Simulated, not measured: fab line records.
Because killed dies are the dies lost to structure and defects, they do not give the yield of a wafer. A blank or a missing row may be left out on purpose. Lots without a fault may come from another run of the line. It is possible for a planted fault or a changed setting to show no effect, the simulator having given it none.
fab line records | flow n5-finfet
[record] lots = 24 wafers = 72 last-day = 19
route steps=1938 shown BEOL_M5@1126 BEOL_M6@1197
lots with no fault: from the same line, run without faults
start-h: start of the lot's first displayed wafer, in hours after the record's first day | wait-h: hours elapsed since this lot's preceding step | " as in the row above | L1.1+2: one row covering several wafers at once | - no value, or no start given | * or withheld: withheld | < > ~ a bound
route shown NAME@n: names a module that has steps shown in the file, with the first one's number in the route | usual: mean/standard deviation of fault-free wafers | same: alike in all rows | chamber/n: place in a boat | sites: the reading at each site | _std_site: the values' standard deviation | _edge_site: the outer-site mean with the inner-site mean subtracted | radius-mm: how far each site lies from the wafer's centre | mask NAME#n: copy n | behind: the tool/chamber that last shaped the wafer | hold: cause of the lot's hold/its duration in hours/its outcome | device: transistor that didn't switch, given as n, p or np | end of line: the route-end tests of the same wafers | step lacking rows: just its recipe | killed: at the first sort, the dies lost to defects and structure; wafer yield is something else | map: dies across one wafer; x = killed, . = not, _ = none there
set.NAME: the setting as run; set.NAME@STEP: as run at that earlier step | model.NAME: the simulator's own value behind a step, which no gauge read
a sample of lots followed through the steps of the route, with each step as a table and each wafer as a row
services: when a tool's chamber went out of use (start-h, in hours from the record's first day, below 0 if earlier), for how many hours, and the reason
[[steps]]
[step N5_BEOL_M5_CD_MEAS_11]
[recipe] target-cd-nm = 27.74 landing-energy-ev = 500 detector = se-inlens
[usual] cd-nm = 28.1/0.3
// columns lot.wafer tool chamber start-h wait-h cd-nm
L074.1 cd-sem-03 0 167.07 - 28.0
L074.3 " 0 " " 27.7
L074.5 " 0 " " 28.1
L075.2 cd-sem-02 0 176.41 - 28.5
L075.4 " 0 " " 28.5
L075.5 " 0 " " 28.1
L076.3 cd-sem-02 0 176.58 - 28.2
L076.4 " 0 " " 28.1
L076.6 " 0 " " 28.5
L077.2 cd-sem-02 0 185.64 - 28.4
L077.4 " 0 " " 28.7
L077.5 " 0 " " 28.1
L078.1 cd-sem-02 0 188.89 - 28.1
L078.3 " 0 " " 28.4
L078.5 " 0 " " 27.8
L079.1 cd-sem-01 0 194.90 - 28.0
L079.2 " 0 " " 28.0
L079.6 " 0 " " 27.7
L080.2 cd-sem-03 0 201.37 - 28.2
L080.3 " 0 " " 28.3
L080.4 " 0 " " 28.3
L082.2 cd-sem-02 0 204.10 - 28.0
L082.3 " 0 " " 27.9
L082.4 " 0 " " 27.9
L081.2 cd-sem-03 0 209.72 - 28.0
L081.3 " 0 " " 27.7
L081.5 " 0 " " 27.5
L083.1 cd-sem-03 0 211.12 - 28.0
L083.2 " 0 " " 28.4
L083.4 " 0 " " 28.4
L084.1 cd-sem-03 0 217.07 - 28.9
L084.2 " 0 " " 28.0
L084.4 " 0 " " 28.3
L088.2 cd-sem-01 0 287.39 - 27.8
L088.3 " 0 " " 27.7
L088.5 " 0 " " 27.8
L095.2 cd-sem-03 0 290.46 - 27.9
L095.5 " 0 " " 28.1
L095.6 " 0 " " 28.9
L094.3 cd-sem-03 0 294.81 - 28.3
L094.4 " 0 " " 28.4
L094.5 " 0 " " 28.3
L090.1 cd-sem-01 0 298.84 - 28.6
L090.3 " 0 " " 28.0
L090.6 " 0 " " 28.5
L085.2 cd-sem-02 0 299.01 - 27.8
L085.4 " 0 " " 27.7
L085.6 " 0 " " 27.6
L089.3 cd-sem-01 0 307.51 - 27.6
L089.5 " 0 " " 27.8
L089.6 " 0 " " 28.0
L092.2 cd-sem-03 0 310.24 - 28.3
L092.4 " 0 " " 28.2
L092.6 " 0 " " 28.0
L091.1 cd-sem-01 0 316.29 - 27.8
L091.2 " 0 " " 28.1
L091.3 " 0 " " 28.7
L087.1 cd-sem-02 0 322.08 - 27.6
L087.2 " 0 " " 28.3
L087.3 " 0 " " 28.1
L093.2 cd-sem-03 0 324.89 - 27.9
L093.3 " 0 " " 28.1
L093.6 " 0 " " 27.6
L096.1 cd-sem-01 0 326.63 - 28.3
L096.4 " 0 " " 27.9
L096.5 " 0 " " 28.1
L086.3 cd-sem-02 0 329.70 - 28.2
L086.4 " 0 " " 28.4
L086.5 " 0 " " 28.0
L097.1 cd-sem-03 0 343.58 - 28.4
L097.3 " 0 " " 28.6
L097.6 " 0 " " 28.2
[step N5_BEOL_M5_STRIP_64]
[recipe] chemistry = CF4 resist = SiARC power-w = 300 bias-power-w = 75 pressure-mtorr = 50 cf4-flow-sccm = 150 rf-frequency-hz = 6e+07
[usual] drypump-motor-current-A = 5.7/0.7 oes-product-au = 0.76/0.084 rf-vpp-V = 271.1/1.6 showerhead-plenum-p-Torr = 1.79/0.062 throttle-valve-pct = 13.69/0.25
// columns lot.wafer tool chamber start-h wait-h drypump-motor-current-A oes-product-au rf-hours-counter-h rf-vpp-V showerhead-plenum-p-Torr throttle-valve-pct
L074.1 rie-diel-06 0 167.42 0.0 6.4 0.82 72 274.1 1.88 13.31
L074.3 " 1 " " 5.4 0.72 187 269.5 1.79 13.76
L074.5 " 1 " " 5.4 0.72 - 270.1 1.79 13.74
L075.2 rie-diel-05 1 176.82 0.0 6.7 0.73 159 270.5 1.72 13.67
L075.4 " 0 " " 6.7 0.70 - 268.3 1.70 13.98
L075.5 " 1 " " 6.7 0.73 - 269.9 1.72 13.71
L076.3 rie-diel-01 2 176.91 0.0 5.5 0.76 148 271.2 1.79 13.81
L076.4 " 3 " " 4.7 0.69 224 270.4 1.77 13.92
L076.6 " 0 " " 5.0 0.76 - 272.8 1.88 13.93
L077.2 rie-diel-01 3 186.00 0.0 4.7 0.70 228 271.2 1.77 13.90
L077.4 " 0 " " 5.0 0.75 161 272.7 1.88 13.94
L077.5 " 1 " " 5.2 0.68 - 272.6 1.85 13.70
L078.1 rie-diel-05 2 189.22 0.0 5.3 0.70 208 270.5 1.85 13.71
L078.3 " 1 " " 6.7 0.73 164 268.6 1.71 13.69
L078.5 " 3 " " 4.9 0.90 - 273.9 1.90 13.48
L079.1 rie-diel-05 3 195.92 0.0 4.9 0.89 25 272.5 1.90 13.48
L079.2 " 0 " " 6.7 0.68 211 269.7 1.70 13.99
L079.6 " 2 " " 5.3 0.70 - 272.0 1.85 13.70
L080.2 rie-diel-01 3 202.27 0.0 4.7 0.69 234 271.3 1.77 13.91
L080.3 " 2 " " 5.5 0.75 158 271.7 1.79 13.83
L080.4 " 0 " " 5.0 0.76 166 272.3 1.88 13.95
L082.2 rie-diel-05 1 204.43 0.0 6.7 0.73 170 269.8 1.71 13.71
L082.3 " 3 " " 4.9 0.89 27 272.8 1.90 13.50
L082.4 " 0 " " 6.7 0.68 214 270.1 1.70 14.02
L081.2 rie-diel-06 2 210.04 0.0 6.5 0.90 10 270.0 1.76 13.15
L081.3 " 0 " " 6.4 0.81 76 272.4 1.88 13.31
L081.5 " 2 " " 6.5 0.89 - 269.1 1.76 13.16
L083.1 rie-diel-01 3 211.45 0.0 4.7 0.69 235 270.8 1.77 13.94
L083.2 " 2 " " 5.6 0.75 160 271.9 1.79 13.84
L083.4 " 0 " " 5.0 0.75 168 273.5 1.88 13.95
L084.1 rie-diel-01 1 217.40 0.0 5.2 0.68 239 273.9 1.85 13.72
L084.2 " 3 " " 4.7 0.69 238 271.2 1.77 13.92
L084.4 " 2 " " 5.5 0.75 162 271.9 1.79 13.84
L088.2 rie-diel-01 1 287.71 0.0 5.2 0.94 6 272.0 1.84 13.24
L088.3 " 0 " " 5.0 0.74 196 271.6 1.87 14.00
L088.5 " 3 " " 4.7 0.98 - 270.9 1.76 13.37
L095.2 rie-diel-01 0 290.78 0.0 5.1 0.73 196 271.4 1.87 14.01
L095.5 " 2 " " 5.6 0.73 - 270.3 1.78 13.89
L095.6 " 3 " " 4.7 0.98 - 269.5 1.76 13.38
L094.3 rie-diel-01 3 295.14 0.0 4.7 0.97 2 269.6 1.76 13.37
L094.4 " 2 " " 5.5 0.73 - 271.0 1.78 13.90
L094.5 " 0 " " 5.0 0.73 - 273.2 1.87 14.03
L090.1 rie-diel-06 0 299.17 0.0 6.4 0.78 105 273.4 1.87 13.40
L090.3 " 1 " " 5.4 0.70 220 269.0 1.78 13.81
L090.6 " 3 " " 5.4 0.71 - 269.2 1.77 13.73
L085.2 rie-diel-05 0 299.34 0.0 6.7 0.67 241 268.4 1.69 14.06
L085.4 " 3 " " 5.0 0.85 54 271.9 1.89 13.56
L085.6 " 1 " " 6.7 0.71 - 270.3 1.71 13.76
L089.3 rie-diel-06 1 307.83 0.0 5.4 0.69 222 271.4 1.78 13.82
L089.5 " 0 " " 6.4 0.78 - 272.8 1.87 13.39
L089.6 " 1 " " 5.4 0.70 - 271.0 1.78 13.83
L092.2 rie-diel-05 3 310.57 0.0 5.0 0.85 55 275.3 1.89 13.54
L092.4 " 0 " " 6.7 0.67 243 268.6 1.69 14.07
L092.6 " 0 " " 6.7 0.67 - 269.1 1.69 14.07
L091.1 rie-diel-06 2 316.62 0.0 6.5 0.83 41 270.3 1.76 13.24
L091.2 " 1 " " 5.4 0.69 224 270.7 1.78 13.81
L091.3 " 0 " " 6.4 0.78 108 274.2 1.87 13.39
L087.1 rie-diel-06 1 322.41 0.0 5.4 0.69 225 269.4 1.78 13.82
L087.2 " 3 " " 5.4 0.71 211 269.2 1.77 13.73
L087.3 " 2 " " 6.5 0.82 43 270.8 1.76 13.25
L093.2 rie-diel-06 3 325.37 0.0 5.4 0.70 211 270.6 1.77 13.74
L093.3 " 1 " " 5.3 0.69 226 271.5 1.78 13.83
L093.6 " 0 " " 6.4 0.78 - 273.9 1.87 13.40
L096.1 rie-diel-01 0 326.96 0.0 5.0 0.72 203 272.4 1.87 14.04
L096.4 " 3 " " 4.7 0.94 8 270.0 1.76 13.39
L096.5 " 3 " " 4.7 0.94 - 272.4 1.76 13.40
L086.3 rie-diel-06 2 330.27 0.0 6.5 0.83 44 271.1 1.76 13.22
L086.4 " 1 " " 5.4 0.69 227 271.0 1.78 13.84
L086.5 " 0 " " 6.4 0.78 - 273.4 1.87 13.40
L097.1 rie-diel-05 3 343.91 0.0 4.9 0.84 59 273.5 1.89 13.57
L097.3 " 0 " " 6.7 0.66 247 268.2 1.69 14.10
L097.6 " 1 " " 6.7 0.70 - 269.0 1.70 13.78
[step N5_BEOL_M5_SPUTTER_81]
[recipe] material = Cu target-thk-a = 150 temp-c = -20 chamber-pressure-pa = 0.07 power-w = withheld time-s = 27.62
[usual] throttle-valve-pct = 29.8/1
// columns lot.wafer tool chamber start-h wait-h throttle-valve-pct
L074.1 pvd-sputter-01 - 172.74 0.5 31.5
L074.3 " - " " 30.1
L074.5 " - " " 30.4
L076.3 pvd-sputter-02 - 181.57 0.5 29.2
L076.4 " - " " 30.5
L076.6 " - " " 28.8
L075.2 pvd-sputter-01 - 183.02 0.5 30.2
L075.4 " - " " 30.1
L075.5 " - " " 30.3
L077.2 pvd-sputter-03 - 190.60 0.5 29.2
L077.4 " - " " 31.2
L077.5 " - " " 28.3
L078.1 pvd-sputter-01 - 193.35 0.5 30.3
L078.3 " - " " 30.2
L078.5 " - " " 31.4
L079.1 pvd-sputter-01 - 200.06 0.5 30.3
L079.2 " - " " 30.1
L079.6 " - " " 30.4
L080.2 pvd-sputter-03 - 205.89 0.5 28.7
L080.3 " - " " 31.3
L080.4 " - " " 30.7
L082.2 pvd-sputter-01 - 209.04 0.5 29.9
L082.3 " - " " 31.0
L082.4 " - " " 30.0
L081.2 pvd-sputter-03 - 213.41 0.5 31.3
L081.3 " - " " 29.0
L081.5 " - " " 30.8
L083.1 pvd-sputter-02 - 214.95 0.5 30.3
L083.2 " - " " 29.3
L083.4 " - " " 29.2
L084.1 pvd-sputter-03 - 220.63 0.5 28.8
L084.2 " - " " 30.9
L084.4 " - " " 28.3
L088.2 pvd-sputter-02 - 291.33 0.5 29.0
L088.3 " - " " 30.4
L088.5 " - " " 28.3
L095.2 pvd-sputter-01 - 296.38 0.5 30.3
L095.5 " - " " 29.9
L095.6 " - " " 30.2
L094.3 pvd-sputter-02 - 300.37 0.5 28.2
L094.4 " - " " 29.0
L094.5 " - " " 28.8
L085.2 pvd-sputter-03 - 304.78 0.5 31.5
L085.4 " - " " 30.9
L085.6 " - " " 31.5
L090.1 pvd-sputter-02 - 305.57 0.5 31.0
L090.3 " - " " 29.4
L090.6 " - " " 28.5
L089.3 pvd-sputter-02 - 311.94 0.5 29.2
L089.5 " - " " 28.4
L089.6 " - " " 29.4
L092.2 pvd-sputter-03 - 314.66 0.5 30.7
L092.4 " - " " 30.9
L092.6 " - " " 29.0
L091.1 pvd-sputter-01 - 320.93 0.5 30.2
L091.2 " - " " 31.5
L091.3 " - " " 30.1
L087.1 pvd-sputter-01 - 327.29 0.5 30.1
L087.2 " - " " 30.4
L087.3 " - " " 29.8
L093.2 pvd-sputter-03 - 331.21 0.5 30.7
L093.3 " - " " 28.2
L093.6 " - " " 28.8
L096.1 pvd-sputter-02 - 334.49 4.1 28.2
L096.4 " - " " 29.3
L096.5 " - " " 30.6
L086.3 pvd-sputter-03 - 341.67 0.5 31.1
L086.4 " - " " 28.7
L086.5 " - " " 30.9
L097.1 pvd-sputter-01 - 348.79 0.5 30.2
L097.3 " - " " 29.9
L097.6 " - " " 30.2
[step N5_BEOL_M5_SPUTTER_90]
[recipe] material = Cu target-thk-a = 45 temp-c = -20 chamber-pressure-pa = 0.07 power-w = withheld time-s = 8.29
[usual] throttle-valve-pct = 29.9/1
// columns lot.wafer tool chamber start-h wait-h throttle-valve-pct
L074.1 pvd-sputter-01 - 176.00 0.5 31.5
L074.3 " - " " 30.5
L074.5 " - " " 30.5
L076.3 pvd-sputter-02 - 184.83 0.5 28.9
L076.4 " - " " 30.6
L076.6 " - " " 29.1
L075.2 pvd-sputter-01 - 186.28 0.5 30.2
L075.4 " - " " 30.1
L075.5 " - " " 30.3
L077.2 pvd-sputter-03 - 193.86 0.5 28.6
L077.4 " - " " 31.3
L077.5 " - " " 28.4
L078.1 pvd-sputter-01 - 196.61 0.5 30.2
L078.3 " - " " 30.0
L078.5 " - " " 31.6
L079.1 pvd-sputter-01 - 203.32 0.5 30.3
L079.2 " - " " 30.2
L079.6 " - " " 30.1
L080.2 pvd-sputter-03 - 209.15 0.5 28.5
L080.3 " - " " 31.2
L080.4 " - " " 30.9
L082.2 pvd-sputter-01 - 212.30 0.5 30.2
L082.3 " - " " 31.2
L082.4 " - " " 30.2
L081.2 pvd-sputter-03 - 216.67 0.5 31.2
L081.3 " - " " 28.9
L081.5 " - " " 30.9
L083.1 pvd-sputter-02 - 218.21 0.5 30.4
L083.2 " - " " 29.3
L083.4 " - " " 29.0
L084.1 pvd-sputter-03 - 223.89 0.5 29.0
L084.2 " - " " 31.0
L084.4 " - " " 28.2
L088.2 pvd-sputter-02 - 294.59 0.5 28.9
L088.3 " - " " 30.6
L088.5 " - " " 28.3
L095.2 pvd-sputter-01 - 299.64 0.5 30.4
L095.5 " - " " 29.8
L095.6 " - " " 30.3
L094.3 pvd-sputter-02 - 303.63 0.5 28.4
L094.4 " - " " 28.9
L094.5 " - " " 29.1
L085.2 pvd-sputter-03 - 308.04 0.5 31.2
L085.4 " - " " 31.0
L085.6 " - " " 31.4
L090.1 pvd-sputter-02 - 308.83 0.5 30.5
L090.3 " - " " 29.0
L090.6 " - " " 28.5
L089.3 pvd-sputter-02 - 315.20 0.5 29.1
L089.5 " - " " 28.3
L089.6 " - " " 29.5
L092.2 pvd-sputter-03 - 317.92 0.5 30.9
L092.4 " - " " 31.4
L092.6 " - " " 28.9
L091.1 pvd-sputter-01 - 324.19 0.5 30.7
L091.2 " - " " 31.3
L091.3 " - " " 30.1
L087.1 pvd-sputter-01 - 330.55 0.5 30.2
L087.2 " - " " 30.4
L087.3 " - " " 29.9
L093.2 pvd-sputter-03 - 334.47 0.5 30.7
L093.3 " - " " 28.5
L093.6 " - " " 28.8
L096.1 pvd-sputter-02 - 337.75 0.5 28.4
L096.4 " - " " 29.2
L096.5 " - " " 30.7
L086.3 pvd-sputter-03 - 344.93 0.5 31.0
L086.4 " - " " 28.8
L086.5 " - " " 30.7
L097.1 pvd-sputter-01 - 352.05 0.5 30.1
L097.3 " - " " 30.0
L097.6 " - " " 30.3
[step N5_BEOL_M5_ANNEAL_51]
[recipe] temp-c = 225 time-s = 90 ambient = N2
[usual] wafer_temp_C_max = 226.18/0.29
// columns lot.wafer tool chamber start-h wait-h wafer_temp_C_max
L074.1 rtp-anneal-01 0 176.20 0.1 226.13
L074.3 " 0 " " 226.28
L074.5 " 0 " " 226.76
L076.3 rtp-anneal-02 0 185.12 0.1 225.92
L076.4 " 0 " " 225.69
L076.6 " 0 " " 226.08
L075.2 rtp-anneal-02 0 186.83 0.4 226.45
L075.4 " 0 " " 226.66
L075.5 " 0 " " 226.19
L077.2 rtp-anneal-01 0 194.15 0.2 226.19
L077.4 " 0 " " 227.26
L077.5 " 0 " " 226.04
L078.1 rtp-anneal-02 0 196.82 0.1 225.92
L078.3 " 0 " " 226.23
L078.5 " 0 " " 225.74
L079.1 rtp-anneal-02 0 204.78 1.3 225.95
L079.2 " 0 " " 226.08
L079.6 " 0 " " 226.21
L080.2 rtp-anneal-02 0 209.40 0.1 225.79
L080.3 " 0 " " 225.65
L080.4 " 0 " " 226.10
L082.2 rtp-anneal-02 0 212.55 0.1 226.21
L082.3 " 0 " " 226.20
L082.4 " 0 " " 226.40
L081.2 rtp-anneal-02 0 216.95 0.1 226.16
L081.3 " 0 " " 226.00
L081.5 " 0 " " 226.15
L083.1 rtp-anneal-02 0 218.55 0.2 226.26
L083.2 " 0 " " 226.22
L083.4 " 0 " " 226.36
L084.1 rtp-anneal-01 0 224.49 0.5 226.27
L084.2 " 0 " " 225.90
L084.4 " 0 " " 226.06
L088.2 rtp-anneal-01 0 294.85 0.1 226.03
L088.3 " 0 " " 225.82
L088.5 " 0 " " 226.08
L095.2 rtp-anneal-02 0 299.88 0.1 226.38
L095.5 " 0 " " 225.82
L095.6 " 0 " " 225.78
L094.3 rtp-anneal-02 0 304.18 0.4 226.37
L094.4 " 0 " " 226.39
L094.5 " 0 " " 226.47
L085.2 rtp-anneal-02 0 308.29 0.1 226.86
L085.4 " 0 " " 226.03
L085.6 " 0 " " 226.35
L090.1 rtp-anneal-02 0 309.12 0.2 225.81
L090.3 " 0 " " 226.73
L090.6 " 0 " " 225.89
L089.3 rtp-anneal-01 0 315.49 0.1 225.99
L089.5 " 0 " " 226.12
L089.6 " 0 " " 226.46
L092.2 rtp-anneal-02 0 318.17 0.1 226.54
L092.4 " 0 " " 226.17
L092.6 " 0 " " 226.58
L091.1 rtp-anneal-02 0 324.45 0.1 226.07
L091.2 " 0 " " 225.91
L091.3 " 0 " " 225.92
L087.1 rtp-anneal-01 0 330.76 0.1 226.23
L087.2 " 0 " " 226.18
L087.3 " 0 " " 225.64
L093.2 rtp-anneal-02 0 334.72 0.1 226.62
L093.3 " 0 " " 226.93
L093.6 " 0 " " 226.45
L096.1 rtp-anneal-01 0 337.95 0.1 226.19
L096.4 " 0 " " 225.85
L096.5 " 0 " " 225.95
L086.3 rtp-anneal-02 0 345.48 0.4 226.74
L086.4 " 0 " " 226.09
L086.5 " 0 " " 226.45
L097.1 rtp-anneal-01 0 352.25 0.1 226.13
L097.3 " 0 " " 226.26
L097.6 " 0 " " 226.18
[step N5_BEOL_M6_PECVD_70]
[recipe] material = SiO2 target-thk-a = 200 temp-c = 400 precursor = TEOS/O2 pressure-torr = 5.5 rf-w = 450 teos-flow-sccm = 53.8 gas = O2 flow-sccm = 3000 time-s = 22.7
[usual] heater-power-outer-w = 436/72 heater-power-w = 741/99 showerhead-plenum-p-Torr = 8.77/0.054 throttle-valve-pct = 22.9/0.78
// columns lot.wafer tool chamber start-h wait-h heater-power-outer-w heater-power-w showerhead-plenum-p-Torr throttle-valve-pct
L074.1 pecvd-03 1 178.28 0.0 505 786 8.75 23.2
L074.3 " 0 " " 433 772 8.86 23.3
L074.5 " 0 " " 432 750 8.86 23.4
L076.3 pecvd-04 0 186.56 0.0 389 719 8.85 23.7
L076.4 " 0 " " 385 710 8.83 23.5
L076.6 " 2 " " 295 593 8.70 22.0
L075.2 pecvd-03 1 188.38 0.0 528 798 8.78 23.5
L075.4 " 1 " " 523 787 8.77 23.5
L075.5 " 2 " " 477 769 8.76 23.1
L077.2 pecvd-03 1 197.30 0.0 491 722 8.78 23.4
L077.4 " 1 " " 495 745 8.73 23.3
L077.5 " 2 " " 424 734 8.74 23.0
L078.1 pecvd-02 1 198.82 0.0 368 655 8.73 22.8
L078.3 " 0 " " 400 652 8.73 23.3
L078.5 " 0 " " 392 655 8.74 23.5
L079.1 pecvd-02 1 206.34 0.0 440 742 8.74 22.8
L079.2 " 0 " " 396 662 8.75 23.6
L079.6 " 2 " " 588 988 8.70 21.9
L080.2 pecvd-02 1 210.99 0.0 370 635 8.76 22.9
L080.3 " 0 " " 359 614 8.75 23.0
L080.4 " 1 " " 358 657 8.75 22.9
L082.2 pecvd-04 0 214.08 0.0 390 688 8.85 23.6
L082.3 " 0 " " 376 713 8.84 23.8
L082.4 " 1 " " 422 709 8.85 22.5
L081.2 pecvd-03 1 218.43 0.0 558 823 8.77 23.1
L081.3 " 2 " " 448 771 8.74 22.8
L081.5 " 0 " " 424 736 8.87 23.4
L083.1 pecvd-03 2 220.08 0.0 452 780 8.75 22.6
L083.2 " 1 " " 464 698 8.76 23.2
L083.4 " 1 " " 469 712 8.77 23.3
L084.1 pecvd-03 2 226.24 0.0 438 747 8.76 22.9
L084.2 " 0 " " 394 727 8.85 23.4
L084.4 " 0 " " 412 713 8.85 23.9
L088.2 pecvd-04 0 296.43 0.0 346 650 8.85 23.5
L088.3 " 2 " " 275 543 8.70 20.2
L088.5 " 1 " " 414 706 8.88 22.1
L095.2 pecvd-04 0 301.38 0.0 338 636 8.83 23.6
L095.5 " 1 " " 371 629 8.87 22.3
L095.6 " 0 " " 329 635 8.83 23.8
L094.3 pecvd-02 1 306.18 0.0 368 644 8.74 22.7
L094.4 " 1 " " 368 651 8.75 22.8
L094.5 " 0 " " 452 733 8.74 23.7
L085.2 pecvd-02 0 309.77 0.0 433 693 8.75 23.5
L085.4 " 2 " " 548 967 8.70 22.3
L085.6 " 1 " " 415 706 8.74 22.8
L090.1 pecvd-02 0 310.65 0.0 434 691 8.75 23.8
L090.3 " 2 " " 570 968 8.71 22.0
L090.6 " 2 " " 567 964 8.69 22.3
L089.3 pecvd-04 2 316.95 0.1 291 556 8.71 20.2
L089.5 " 1 " " 393 667 8.85 22.2
L089.6 " 2 " " 295 577 8.71 20.1
L092.2 pecvd-03 0 319.66 0.0 430 766 8.84 23.6
L092.4 " 1 " " 559 832 8.76 23.5
L092.6 " 0 " " 431 780 8.85 23.4
L091.1 pecvd-02 0 327.09 0.0 445 729 8.77 23.7
L091.2 " 2 " " 561 930 8.70 22.3
L091.3 " 1 " " 366 658 8.76 22.7
L087.1 pecvd-03 0 332.30 0.0 384 706 8.86 23.6
L087.2 " 1 " " 536 750 8.78 23.5
L087.3 " 2 " " 458 792 8.75 23.2
L093.2 pecvd-03 0 336.35 0.0 427 768 8.85 23.6
L093.3 " 1 " " 511 740 8.77 23.1
L093.6 " 2 " " 425 740 8.79 23.4
L096.1 pecvd-02 0 340.17 0.0 403 676 8.76 23.6
L096.4 " 2 " " 471 855 8.73 22.1
L096.5 " 1 " " 385 675 8.74 22.9
L086.3 pecvd-02 1 346.92 0.0 428 714 8.76 23.0
L086.4 " 0 " " 458 739 8.75 23.7
L086.5 " 2 " " 459 854 8.70 22.3
L097.1 pecvd-03 2 353.83 0.0 404 707 8.76 23.1
L097.3 " 1 " " 541 831 8.76 23.2
L097.6 " 1 " " 554 831 8.78 23.1
[[services]]
// columns tool chamber start-h hours kind
pecvd-03 2 145.82 5.5 scheduled-down
pecvd-02 - 153.90 0.6 repair
pecvd-03 0 158.99 5.5 scheduled-down
rie-diel-05 2 167.42 14.2 repair
rie-diel-06 - 168.33 28.1 pm
pecvd-02 - 191.55 2.8 pm
pecvd-03 1 210.14 2.1 scheduled-down
pecvd-02 0 231.36 2.1 scheduled-down
pecvd-02 1 236.93 5.5 scheduled-down
rie-diel-01 1 249.23 - clean
rie-diel-01 1 249.23 - consumable-replace:focus-ring
rie-diel-01 1 249.23 20.2 scheduled-down
rie-diel-01 1 249.23 20.2 vent-cycle
rie-diel-05 - 253.99 4.3 pm
pecvd-03 0 263.54 - calibration
pvd-sputter-01 - 273.00 6.9 repair
rie-diel-05 - 284.08 2.4 repair
rie-diel-01 1 294.48 7.1 repair
pecvd-04 2 301.30 3.7 repair
pvd-sputter-01 - 303.61 2.6 repair
rie-diel-05 - 320.91 14.6 pm
pvd-sputter-01 - 340.71 0.5 repair
rie-diel-05 0 348.78 2.5 repair
rie-diel-06 3 349.43 8.6 repair
[[key]]
fault none
